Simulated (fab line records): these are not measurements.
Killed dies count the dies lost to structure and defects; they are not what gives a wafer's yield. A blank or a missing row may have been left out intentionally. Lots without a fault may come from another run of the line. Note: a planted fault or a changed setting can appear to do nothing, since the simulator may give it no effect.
Which tool was responsible?    flow nand harc    42 wafers from 14 lots sampled at 2 of the route's 1302 steps

WHAT EACH GAUGE READ, for each wafer
NHARC_A_SOURCE_PLATE_THK_MEAS_09: measures by ellipsometry.
lot   measured      on             thk nm (nm)
L449  day 7 14:58   film metro-02  8.5 8.4 9.4
L450  day 7 20:29   film metro-01  10.2 12.0 8.7
L452  day 8 22:53   film metro-02  10.3 8.9 11.0
L453  day 9 06:00   film metro-01  8.9 10.9 9.7
L454  day 9 20:19   film metro-02  9.0 11.2 11.3
L455  day 10 08:53  film metro-01  8.8 8.9 8.7
L456  day 10 21:41  film metro-01  9.7 13.2 8.3
L457  day 11 02:27  film metro-02  10.4 7.9 10.3
L464  day 13 13:19  film metro-01  9.4 9.1 9.3
L465  day 14 00:55  film metro-02  9.5 8.1 7.5
L466  day 14 15:01  film metro-01  12.4 9.2 10.0
L468  day 15 07:42  film metro-01  10.4 9.5 9.6
L471  day 16 16:37  film metro-01  8.6 9.1 9.8
L470  day 16 16:37  film metro-01  10.0 11.1 8.8

NHARC_A_SOURCE_PLATE_THK_MEAS_06: measures by ellipsometry.
lot   measured      on             thk nm (nm)
L449  day 8 04:02   film metro-02  200.4 200.0 200.6
L450  day 8 09:29   film metro-01  201.7 201.9 200.6
L452  day 9 12:00   film metro-02  201.3 200.2 200.2
L453  day 9 18:30   film metro-01  199.0 199.6 202.0
L454  day 10 11:40  film metro-01  201.3 200.5 201.6
L455  day 10 23:28  film metro-02  202.2 200.7 199.8
L456  day 11 10:49  film metro-01  199.8 200.2 197.4
L457  day 11 15:31  film metro-01  201.6 201.2 201.5
L464  day 14 02:22  film metro-01  202.9 202.6 201.0
L465  day 14 14:31  film metro-02  204.0 201.7 202.7
L466  day 15 06:40  film metro-01  197.5 196.8 200.3
L468  day 15 20:43  film metro-01  199.6 201.0 200.0
L471  day 17 05:08  film metro-01  198.3 197.9 197.9
L470  day 17 05:08  film metro-02  198.2 198.9 198.1

EACH LOT AND THE TOOL THAT RAN IT (in order: tool; ch and the chambers of the sampled wafers; start)
The record holds no process step before these readings.

WHAT THE TOOLS THEMSELVES READ (means of the sampled wafers that have a number; where no wafer has one, the mark that the record gives instead)
The record holds no such reading with a usual standard deviation.

THE ANSWER, worked out from the rows above alone
Rule: the usual values come from the lots themselves. The widest of any qualifying gaps counts: lots, ordered by their means at a reading, are off when they make up no more than a third of the lots, leave a main group of 4 or more, and stand apart from it by 3 or more times the standard deviation of that group's means. Not used: any main group whose means are identical at the precision the tables above print for the reading. A lot without any number at a reading at which 4 lots or more have one is off too. Any other lot the step has rows for is counted as sound. First the gauges in route order, then the tools' own readings, where a lot's mean is used as printed above. The first step at which some lot is off is used, and at that step the reading that is off furthest; a lot without a number counts as furthest.
No lot is off on any of the readings shown, so nothing can be concluded from this.

WHAT THE SIMULATOR HAD INSERTED
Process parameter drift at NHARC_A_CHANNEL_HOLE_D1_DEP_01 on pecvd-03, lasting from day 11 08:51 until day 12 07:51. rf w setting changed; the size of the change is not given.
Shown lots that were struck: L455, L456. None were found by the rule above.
